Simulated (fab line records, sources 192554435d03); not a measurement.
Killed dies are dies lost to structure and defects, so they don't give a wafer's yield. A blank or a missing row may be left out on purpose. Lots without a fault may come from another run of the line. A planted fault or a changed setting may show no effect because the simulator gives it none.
fab line records | flow n5_finfet | part 1 of 2: steps 1 to 21 of 28
record lots=5 wafers=15 last_day=17
route steps=1938 shown BEOL_M4@1047
lots that met no fault: from a run of the same line without faults
start_h: hours from the record's first day to the start of the lot's first wafer shown | wait_h: hours since the lot's step before | " the same as in the row above | L1.1+2: a row that stands for several wafers | - no value, or no start given | * or withheld: withheld | < > ~ a bound
route shown NAME@n: a module of which the file shows steps, and the number in the route of the first | usual: mean/standard deviation of fault-free wafers | same: alike in all rows | chamber/n: place in a boat | sites: the reading at each site | _std_site: their standard deviation | _edge_site: outer sites' mean less inner sites' | radius_mm: how far each site lies from the wafer's centre | mask NAME#n: copy n | behind: the tool/chamber that last shaped the wafer | hold: why the lot was held/for how many hours/how that ended | device: the transistor (n, p or np) that didn't switch | end of line: the same wafers' tests at the end of the route | a step without rows: its recipe alone | killed: dies lost to structure and defects at the first sort, not the wafer's yield | map: a wafer's dies, x killed, . not, _ none there
set.NAME: the setting as run; set.NAME@STEP: as run at that earlier step | model.NAME: the simulator's own value behind a step, which no gauge read
lots at some steps of the route; a table a step, a row a wafer
services: from which hour (start_h, from the record's first day; less than 0 if before it) a tool's chamber was out of use, for how many hours, and why
## steps
# step N5_BEOL_M4_COAT_67
# recipe resist=SOC temp_c=250 time_s=60 spin_rpm=1500 resist_thk_nm=60
# usual spin_speed_rpm=1500.0/1.3
# columns lot.wafer tool chamber start_h wait_h spin_speed_rpm
L081.1 litho_track-05 0 200.42 0.0 1500.3
L081.2 " 0 " " 1501.4
L081.3 " 0 " " 1499.7
L084.2 litho_track-05 0 217.88 0.0 1498.0
L084.5 " 0 " " 1500.2
L084.6 " 0 " " 1499.1
L088.1 litho_track-05 0 262.18 0.0 1499.4
L088.3 " 0 " " 1498.3
L088.5 " 0 " " 1498.4
L094.2 litho_track-05 0 275.35 0.0 1503.7
L094.3 " 0 " " 1499.9
L094.5 " 0 " " 1501.1
L097.1 litho_track-05 0 296.37 0.0 1498.1
L097.3 " 0 " " 1501.3
L097.4 " 0 " " 1499.8
# step N5_BEOL_M4_COAT_68
# recipe resist=SiARC temp_c=220 time_s=60 spin_rpm=1500 resist_thk_nm=12
# usual spin_speed_rpm=1500.0/1.2
# columns lot.wafer tool chamber start_h wait_h spin_speed_rpm
L081.1 litho_track-05 0 - - 1499.4
L081.2 " 0 " " 1500.1
L081.3 " 0 " " 1497.7
L084.2 litho_track-05 0 - - 1498.0
L084.5 " 0 " " 1497.4
L084.6 " 0 " " 1498.2
L088.1 litho_track-05 0 - - 1499.0
L088.3 " 0 " " 1500.0
L088.5 " 0 " " 1502.2
L094.2 litho_track-05 0 - - 1501.6
L094.3 " 0 " " 1503.2
L094.5 " 0 " " 1498.4
L097.1 litho_track-05 0 - - 1500.3
L097.3 " 0 " " 1499.9
L097.4 " 0 " " 1500.7
# step N5_BEOL_M4_COAT_76
# recipe resist=underlayer temp_c=205 time_s=60 spin_rpm=1500 resist_thk_nm=5
# usual spin_speed_rpm=1499.9/1.2
# columns lot.wafer tool chamber start_h wait_h spin_speed_rpm
L081.1 litho_track-05 0 - - 1499.1
L081.2 " 0 " " 1501.8
L081.3 " 0 " " 1499.7
L084.2 litho_track-05 0 - - 1497.8
L084.5 " 0 " " 1499.2
L084.6 " 0 " " 1500.3
L088.1 litho_track-05 0 - - 1501.9
L088.3 " 0 " " 1501.2
L088.5 " 0 " " 1500.5
L094.2 litho_track-05 0 - - 1500.6
L094.3 " 0 " " 1501.0
L094.5 " 0 " " 1497.7
L097.1 litho_track-05 0 - - 1500.5
L097.3 " 0 " " 1502.5
L097.4 " 0 " " 1499.9
# step N5_BEOL_M4_COAT_22
# recipe resist=CAR-EUV spin_rpm=1500 resist_thk_nm=30
# usual spin_speed_rpm=1500.0/1.1
# columns lot.wafer tool chamber start_h wait_h spin_speed_rpm
L081.1 litho_track-05 0 - - 1500.9
L081.2 " 0 " " 1499.1
L081.3 " 0 " " 1499.0
L084.2 litho_track-05 0 - - 1499.4
L084.5 " 0 " " 1499.1
L084.6 " 0 " " 1498.8
L088.1 litho_track-05 0 - - 1499.9
L088.3 " 0 " " 1497.8
L088.5 " 0 " " 1497.8
L094.2 litho_track-05 0 - - 1500.0
L094.3 " 0 " " 1498.6
L094.5 " 0 " " 1499.2
L097.1 litho_track-05 0 - - 1500.6
L097.3 " 0 " " 1499.3
L097.4 " 0 " " 1498.6
# step N5_BEOL_M4_EBR_24
# recipe solvent=PGMEA ebr_width_mm=1.5
# columns lot.wafer tool chamber start_h wait_h
L081.1+2+3 litho_track-05 0 - -
L084.2+5+6 litho_track-05 0 - -
L088.1+3+5 litho_track-05 0 - -
L094.2+3+5 litho_track-05 0 - -
L097.1+3+4 litho_track-05 0 - -
# step N5_BEOL_M4_SOFTBAKE_23
# recipe temp_c=110 time_s=60 resist=CAR-EUV
# columns lot.wafer tool chamber start_h wait_h
L081.1+2+3 litho_track-05 0 - -
L084.2+5+6 litho_track-05 0 - -
L088.1+3+5 litho_track-05 0 - -
L094.2+3+5 litho_track-05 0 - -
L097.1+3+4 litho_track-05 0 - -
# step N5_BEOL_M4_EXPOSE_25
# recipe mask_id=V3 na=0.33 source_shape=quasar sigma_inner=0.2 sigma_outer=0.8 polarization=unpolarized defocus_nm=5 dose_mj=63
# usual stage_msd_nm=0.82/0.03
# columns lot.wafer tool chamber start_h wait_h mask stage_msd_nm
L081.1 euv_scanner-02 0 200.58 - V3#0 0.83
L081.2 " 0 " " V3#0 0.83
L081.3 " 0 " " V3#0 0.83
L084.2 euv_scanner-02 0 218.04 - V3#0 0.83
L084.5 " 0 " " V3#0 0.83
L084.6 " 0 " " V3#0 0.83
L088.1 euv_scanner-02 0 262.32 - V3#0 0.84
L088.3 " 0 " " V3#0 0.84
L088.5 " 0 " " V3#0 0.84
L094.2 euv_scanner-01 0 275.49 - V3#0 0.76
L094.3 " 0 " " V3#0 0.76
L094.5 " 0 " " V3#0 0.76
L097.1 euv_scanner-02 0 296.51 - V3#0 0.84
L097.3 " 0 " " V3#0 0.84
L097.4 " 0 " " V3#0 0.85
# step N5_BEOL_M4_PEB_26
# recipe peb_temp_c=100 peb_time_s=60 resist=CAR-EUV
# columns lot.wafer tool chamber start_h wait_h
L081.1+2+3 litho_track-05 0 200.66 0.1
L084.2+5+6 litho_track-05 0 218.11 0.1
L088.1+3+5 litho_track-05 0 262.40 0.1
L094.2+3+5 litho_track-01 0 275.56 0.1
L097.1+3+4 litho_track-05 0 296.59 0.1
# step N5_BEOL_M4_DEVELOP_27
# recipe develop_time_s=30 developer=TMAH resist=CAR-EUV rinse_liquid=surfactant_rinse dry=air_spin dev_temp_c=23
# columns lot.wafer tool chamber start_h wait_h
L081.1+2+3 litho_track-05 0 - -
L084.2+5+6 litho_track-05 0 - -
L088.1+3+5 litho_track-05 0 - -
L094.2+3+5 litho_track-01 0 - -
L097.1+3+4 litho_track-05 0 - -
# step N5_BEOL_M4_CD_MEAS_28
# recipe target_cd_nm=26.2 landing_energy_ev=500 detector=se_inlens target_cd_y_nm=24.1 polarity=opening
# usual cd_nm=26.29/0.29
# columns lot.wafer tool chamber start_h wait_h cd_nm
L081.1 cd_sem-02 0 200.72 - 26.37
L081.2 " 0 " " 25.69
L081.3 " 0 " " 26.62
L084.2 cd_sem-02 0 218.18 - 26.22
L084.5 " 0 " " 26.31
L084.6 " 0 " " 26.44
L088.1 cd_sem-02 0 262.47 - 26.62
L088.3 " 0 " " 26.44
L088.5 " 0 " " 26.68
L094.2 cd_sem-02 0 275.63 - 26.17
L094.3 " 0 " " 26.26
L094.5 " 0 " " 25.95
L097.1 cd_sem-03 0 296.65 - 26.62
L097.3 " 0 " " 26.52
L097.4 " 0 " " 26.58
# step N5_BEOL_M4_OVL_MEAS_29
# recipe points_per_wafer=522
# usual V3_OVL=-0.5/0.65
# columns lot.wafer tool chamber start_h wait_h V3_OVL[nm]
L081.1 overlay-02 0 200.75 0.0 -1.7
L081.2 " 0 " " -1.6
L081.3 " 0 " " -1.7
L084.2 overlay-02 0 218.21 0.0 -0.2
L084.5 " 0 " " -0.6
L084.6 " 0 " " -0.3
L088.1 overlay-01 0 262.50 0.0 -0.2
L088.3 " 0 " " 0.3
L088.5 " 0 " " -1.3
L094.2 overlay-01 0 275.66 0.0 -0.8
L094.3 " 0 " " 0.0
L094.5 " 0 " " -0.3
L097.1 overlay-02 0 296.68 0.0 0.0
L097.3 " 0 " " 0.3
L097.4 " 0 " " -0.2
# step N5_BEOL_M4_INSPECT_30
# recipe mode=adi inspect_instrument=brightfield
# usual raw_defect_count=430/100
# columns lot.wafer tool chamber start_h wait_h raw_defect_count
L081.1 defect_inspect-02 - 200.81 0.1 642
L081.2 " - " " 395
L081.3 " - " " 552
L084.2 defect_inspect-01 - 218.27 0.0 330
L084.5 " - " " 366
L084.6 " - " " 359
L088.1 defect_inspect-02 - 262.56 0.1 315
L088.3 " - " " 475
L088.5 " - " " 318
L094.2 defect_inspect-02 - 275.72 0.0 528
L094.3 " - " " 376
L094.5 " - " " 333
L097.1 defect_inspect-01 - 296.74 0.1 433
L097.3 " - " " 513
L097.4 " - " " 362
# step N5_BEOL_M4_DESCUM_33
# recipe chemistry=O2 time_s=7 source_power_w=50 bias_power_w=20 pressure_mtorr=20 rf_frequency_hz=2.712e+07 temp_c=40 resist=CAR-EUV o2_flow_sccm=225
# usual bias_power_w=20.00/0.066 drypump_motor_current_A=6.0/0.39 oes_product_au=0.79/0.098 rf_vpp_V=243.4/1.3 showerhead_plenum_p_Torr=2.11/0.066 throttle_valve_pct=20.46/0.21
# columns lot.wafer tool chamber start_h wait_h bias_power_w drypump_motor_current_A oes_product_au rf_hours_counter_h rf_vpp_V showerhead_plenum_p_Torr throttle_valve_pct
L081.1 rie_diel-03 0 200.90 0.1 20.11 6.5 0.89 39 243.4 2.12 20.66
L081.2 " 2 " " 19.85 5.8 0.91 19 244.4 2.16 20.66
L081.3 " 3 " " 20.09 5.8 0.73 197 243.4 2.07 20.63
L084.2 rie_diel-04 2 218.32 0.1 20.08 5.5 0.82 72 243.0 2.05 20.39
L084.5 " 1 " " 19.99 6.6 0.73 - 243.9 2.15 20.48
L084.6 " 0 " " 19.96 6.0 0.71 - 241.6 1.98 20.25
L088.1 rie_diel-03 2 262.59 0.0 19.94 5.8 0.87 40 243.3 2.15 20.69
L088.3 " 1 " " 20.09 5.5 0.69 216 244.7 2.17 20.45
L088.5 " 3 " " 19.99 5.9 0.71 - 243.5 2.06 20.67
L094.2 rie_diel-03 1 275.75 0.0 20.02 5.5 0.68 220 245.0 2.17 20.43
L094.3 " 2 " " 20.00 5.8 0.87 44 243.1 2.15 20.68
L094.5 " 0 " " 20.01 6.5 0.85 - 244.5 2.11 20.68
L097.1 rie_diel-06 1 296.78 0.0 20.03 6.6 0.88 49 243.7 2.12 20.06
L097.3 " 2 " " 19.98 6.0 0.88 32 240.9 2.07 20.49
L097.4 " 0 " " 19.97 6.1 0.80 70 244.1 2.22 20.61
# step N5_BEOL_M4_ETCH_77
# recipe chemistry=N2/H2 target=underlayer target_depth_a=65 mask_material=CAR-EUV time_s=5.2 ion_energy_ev=200 pressure_mtorr=30 source_w=840 bias_w=150 n2_flow_sccm=200 h2_flow_sccm=200 ends=cleared
# usual drypump_motor_current_A=6.0/0.39 etch_rf_on_time_s=5.28/0.15 oes_product_au=0.67/0.086 rf_vpp_V=524.4/2.5 showerhead_plenum_p_Torr=2.57/0.076 throttle_valve_pct=17.90/0.27
# columns lot.wafer tool chamber start_h wait_h drypump_motor_current_A etch_rf_on_time_s oes_product_au rf_hours_counter_h rf_vpp_V showerhead_plenum_p_Torr throttle_valve_pct
L081.1 rie_diel-03 0 200.94 0.0 6.5 5.27 0.74 39 527.2 2.61 18.26
L081.2 " 2 " " 5.8 5.25 0.77 19 527.3 2.59 17.88
L081.3 " 3 " " 5.9 5.22 0.61 197 523.4 2.54 18.31
L084.2 rie_diel-04 2 218.36 0.0 5.5 5.11 0.70 72 522.4 2.47 17.78
L084.5 " 1 " " 6.6 5.32 0.61 - 526.4 2.64 18.06
L084.6 " 0 " " 6.0 5.41 0.59 - 519.4 2.41 17.76
L088.1 rie_diel-03 2 262.62 0.0 5.8 5.30 0.73 40 525.7 2.59 17.91
L088.3 " 1 " " 5.6 5.51 0.57 216 527.1 2.61 17.78
L088.5 " 3 " " 5.9 5.21 0.60 - 522.5 2.53 18.34
L094.2 rie_diel-03 1 275.79 0.0 5.6 5.54 0.57 220 526.8 2.61 17.80
L094.3 " 2 " " 5.8 5.21 0.74 44 526.0 2.58 17.95
L094.5 " 0 " " 6.5 5.32 0.70 - 524.7 2.60 18.34
L097.1 rie_diel-06 1 296.81 0.0 6.6 5.21 0.75 49 526.7 2.58 17.52
L097.3 " 2 " " 6.0 5.19 0.76 32 523.0 2.48 17.71
L097.4 " 0 " " 6.1 5.15 0.69 70 528.1 2.68 17.90
# step N5_BEOL_M4_ETCH_69
# recipe chemistry=CF4 target=SiARC target_depth_a=156 mask_material=CAR-EUV time_s=26 ion_energy_ev=80 pressure_mtorr=40 source_w=545 bias_w=36 Ar_flow_sccm=100 cf4_flow_sccm=100 ends=cleared
# usual drypump_motor_current_A=6.0/0.39 etch_rf_on_time_s=26.3/0.69 oes_product_au=0.67/0.085 rf_vpp_V=184.2/1.2 showerhead_plenum_p_Torr=2.15/0.062 throttle_valve_pct=15.57/0.18
# columns lot.wafer tool chamber start_h wait_h drypump_motor_current_A etch_rf_on_time_s oes_product_au rf_hours_counter_h rf_vpp_V showerhead_plenum_p_Torr throttle_valve_pct
L081.1 rie_diel-03 0 200.95 0.0 6.5 26.9 0.73 39 185.4 2.18 15.73
L081.2 " 2 " " 5.8 26.6 0.77 19 182.8 2.19 15.59
L081.3 " 3 " " 5.9 25.8 0.61 197 185.1 2.11 15.77
L084.2 rie_diel-04 2 218.38 0.0 5.5 25.7 0.69 72 183.7 2.07 15.36
L084.5 " 1 " " 6.6 27.3 0.60 - 184.9 2.19 15.68
L084.6 " 0 " " 6.0 26.9 0.60 - 181.3 2.04 15.50
L088.1 rie_diel-03 2 262.64 0.0 5.8 26.2 0.74 40 185.2 2.19 15.64
L088.3 " 1 " " 5.5 27.5 0.57 216 183.7 2.22 15.61
L088.5 " 3 " " 5.8 25.4 0.61 - 184.2 2.10 15.82
L094.2 rie_diel-03 1 275.80 0.0 5.5 27.2 0.57 220 184.0 2.22 15.60
L094.3 " 2 " " 5.8 26.1 0.73 44 184.5 2.19 15.64
L094.5 " 0 " " 6.5 26.5 0.71 - 184.7 2.17 15.77
L097.1 rie_diel-06 1 296.83 0.0 6.6 26.4 0.75 49 184.6 2.18 15.36
L097.3 " 2 " " 5.9 26.3 0.76 32 183.3 2.09 15.41
L097.4 " 0 " " 6.1 26.3 0.70 70 186.3 2.25 15.65
# step N5_BEOL_M4_ALD_98
# recipe material=SiO2 target_thk_a=25 temp_c=100 ald_precursor_family=BDEAS ald_co_reactant=O2-plasma pulse_time_s=1 co_reactant_pulse_time_s=1 purge_time_s=2 co_reactant_purge_time_s=2 ald_cycles=17 pressure_torr=2
# usual heater_power_w=78/8.7 precursor_pulse_height_rel=0.998/0.022
# same pulse_time_s=1
# columns lot.wafer tool chamber start_h wait_h heater_power_w precursor_pulse_height_rel
L081.1 ald_sin-02 2 202.21 1.2 74 1.002
L081.2 " 1 " " 92 0.990
L081.3 " 0 " " 77 1.030
L084.2 ald_sin-01 0 218.54 0.1 81 1.005
L084.5 " 2 " " 64 1.036
L084.6 " 1 " " 85 0.987
L088.1 ald_sin-01 1 262.72 0.1 85 0.996
L088.3 " 3 " " 85 0.977
L088.5 " 2 " " 62 0.970
L094.2 ald_sin-01 3 275.91 0.1 85 0.970
L094.3 " 1 " " 85 0.997
L094.5 " 0 " " 80 0.986
L097.1 ald_sin-01 2 296.91 0.1 65 1.024
L097.3 " 0 " " 81 0.995
L097.4 " 1 " " 86 1.015
# step N5_BEOL_M4_ETCHBACK_99
# recipe chemistry=CHF3 target=SiO2 target_depth_a=50 time_s=10.4 source_w=215 bias_w=47 Ar_flow_sccm=200 CHF3_flow_sccm=12 ion_energy_ev=100 pressure_mtorr=30
# usual drypump_motor_current_A=6.0/0.37 oes_product_au=0.80/0.096 rf_vpp_V=239/8.2 showerhead_plenum_p_Torr=2.17/0.062 throttle_valve_pct=17.08/0.2
# columns lot.wafer tool chamber start_h wait_h drypump_motor_current_A oes_product_au rf_hours_counter_h rf_vpp_V showerhead_plenum_p_Torr throttle_valve_pct
L081.1 rie_diel-06 1 206.84 4.6 6.6 0.94 18 241 2.19 16.71
L081.2 " 0 " " 6.0 0.86 40 229 2.29 17.16
L081.3 " 3 " " 5.5 0.73 197 237 2.13 17.18
L084.2 rie_diel-06 0 222.91 4.3 6.0 0.85 45 229 2.29 17.17
L084.5 " 2 " " 6.0 0.94 - 230 2.11 16.86
L084.6 " 3 " " 5.5 0.73 - 237 2.13 17.16
L088.1 rie_diel-06 2 263.56 0.8 5.9 0.91 20 229 2.11 16.89
L088.3 " 1 " " 6.6 0.89 36 240 2.19 16.76
L088.5 " 1 " " 6.6 0.89 - 241 2.19 16.75
L094.2 rie_diel-03 1 288.98 13.0 5.5 0.67 225 246 2.21 17.01
L094.3 " 3 " " 5.8 0.70 227 233 2.13 17.37
L094.5 " 3 " " 5.9 0.70 - 233 2.13 17.39
L097.1 rie_diel-03 0 303.63 6.7 6.5 0.82 75 253 2.18 17.34
L097.3 " 2 " " 5.8 0.85 52 247 2.21 17.25
L097.4 " 3 " " 5.9 0.70 232 233 2.12 17.38
# step N5_BEOL_M4_ETCH_70
# recipe chemistry=N2/H2 target=SOC target_depth_a=800 overetch_a=240 mask_material=SiARC temp_c=40 time_s=130 ion_energy_ev=200 pressure_mtorr=30 source_w=840 bias_w=150 n2_flow_sccm=200 h2_flow_sccm=200
# usual drypump_motor_current_A=6.0/0.37 oes_product_au=0.59/0.069 rf_vpp_V=524.5/2.2 showerhead_plenum_p_Torr=2.57/0.068 throttle_valve_pct=17.89/0.27
# columns lot.wafer tool chamber start_h wait_h drypump_motor_current_A oes_product_au rf_hours_counter_h rf_vpp_V showerhead_plenum_p_Torr throttle_valve_pct
L081.1 rie_diel-06 1 206.88 0.0 6.6 0.69 18 526.6 2.60 17.44
L081.2 " 0 " " 6.1 0.64 40 529.8 2.69 17.80
L081.3 " 3 " " 5.5 0.54 197 522.9 2.54 18.13
L084.2 rie_diel-06 0 222.94 0.0 6.1 0.63 45 528.7 2.69 17.82
L084.5 " 2 " " 5.9 0.71 - 521.3 2.49 17.61
L084.6 " 3 " " 5.5 0.54 - 523.0 2.54 18.16
L088.1 rie_diel-06 2 263.60 0.0 5.9 0.68 20 521.9 2.49 17.64
L088.3 " 1 " " 6.6 0.66 37 524.9 2.59 17.47
L088.5 " 1 " " 6.6 0.65 - 526.1 2.59 17.46
L094.2 rie_diel-03 1 289.02 0.0 5.5 0.50 225 525.0 2.61 17.75
L094.3 " 3 " " 5.9 0.52 227 522.7 2.53 18.33
L094.5 " 3 " " 5.9 0.51 - 523.0 2.53 18.31
L097.1 rie_diel-03 0 303.66 0.0 6.5 0.60 75 524.1 2.60 18.31
L097.3 " 2 " " 5.8 0.63 52 524.8 2.58 17.91
L097.4 " 3 " " 5.9 0.51 232 522.1 2.53 18.33
# step N5_BEOL_M4_STRIP_71
# recipe chemistry=N2/H2 temp_c=40 n2_flow_sccm=200 h2_flow_sccm=200 rf_frequency_hz=6e+07
# columns lot.wafer tool chamber start_h wait_h
L081.1+2+3 rie_diel-06 1,0,3 206.96 0.0
L084.2+5+6 rie_diel-06 0,2,3 223.03 0.0
L088.1+3+5 rie_diel-06 2,1,1 263.69 0.0
L094.2+3+5 rie_diel-03 1,3,3 289.10 0.0
L097.1+3+4 rie_diel-03 0,2,3 303.75 0.0
# step N5_BEOL_M4_STRIP_78
# recipe chemistry=N2/H2 temp_c=40 n2_flow_sccm=200 h2_flow_sccm=200 rf_frequency_hz=6e+07
# columns lot.wafer tool chamber start_h wait_h
L081.1+2+3 rie_diel-06 1,0,3 206.97 0.0
L084.2+5+6 rie_diel-06 0,2,3 223.04 0.0
L088.1+3+5 rie_diel-06 2,1,1 263.70 0.0
L094.2+3+5 rie_diel-03 1,3,3 289.11 0.0
L097.1+3+4 rie_diel-03 0,2,3 303.76 0.0
# step N5_BEOL_M4_VIA_ETCH_34
# recipe chemistry=C4F6/O2 target_depth_a=694 mask_material=SOC pressure_mtorr=15 ion_energy_ev=250 taper_deg=4 time_s=65.9 source_w=350 bias_w=170 Ar_flow_sccm=300 C4F6_flow_sccm=10 O2_flow_sccm=10
# usual drypump_motor_current_A=6.0/0.37 oes_product_au=0.80/0.097 rf_vpp_V=662/22 showerhead_plenum_p_Torr=2.87/0.078 throttle_valve_pct=30.9/0.34
# columns lot.wafer tool chamber start_h wait_h drypump_motor_current_A oes_product_au rf_hours_counter_h rf_vpp_V showerhead_plenum_p_Torr throttle_valve_pct
L081.1 rie_diel-06 1 206.98 0.0 6.6 0.94 18 666 2.89 30.3
L081.2 " 0 " " 6.1 0.86 40 634 3.02 30.9
L081.3 " 3 " " 5.5 0.72 197 657 2.82 31.0
L084.2 rie_diel-06 0 223.05 0.0 6.0 0.86 45 633 3.01 31.0
L084.5 " 2 " " 6.0 0.94 - 637 2.79 30.7
L084.6 " 3 " " 5.5 0.73 - 658 2.82 31.0
L088.1 rie_diel-06 2 263.71 0.0 5.9 0.91 20 637 2.79 30.7
L088.3 " 1 " " 6.6 0.91 37 665 2.88 30.3
L088.5 " 1 " " 6.6 0.90 - 666 2.88 30.3
L094.2 rie_diel-03 1 289.12 0.0 5.6 0.67 225 678 2.92 30.7
L094.3 " 3 " " 5.9 0.70 227 644 2.81 31.0
L094.5 " 3 " " 5.9 0.71 - 644 2.81 31.0
L097.1 rie_diel-03 0 303.77 0.0 6.5 0.82 75 700 2.88 31.3
L097.3 " 2 " " 5.8 0.84 52 679 2.91 31.4
L097.4 " 3 " " 5.9 0.70 232 645 2.81 31.1
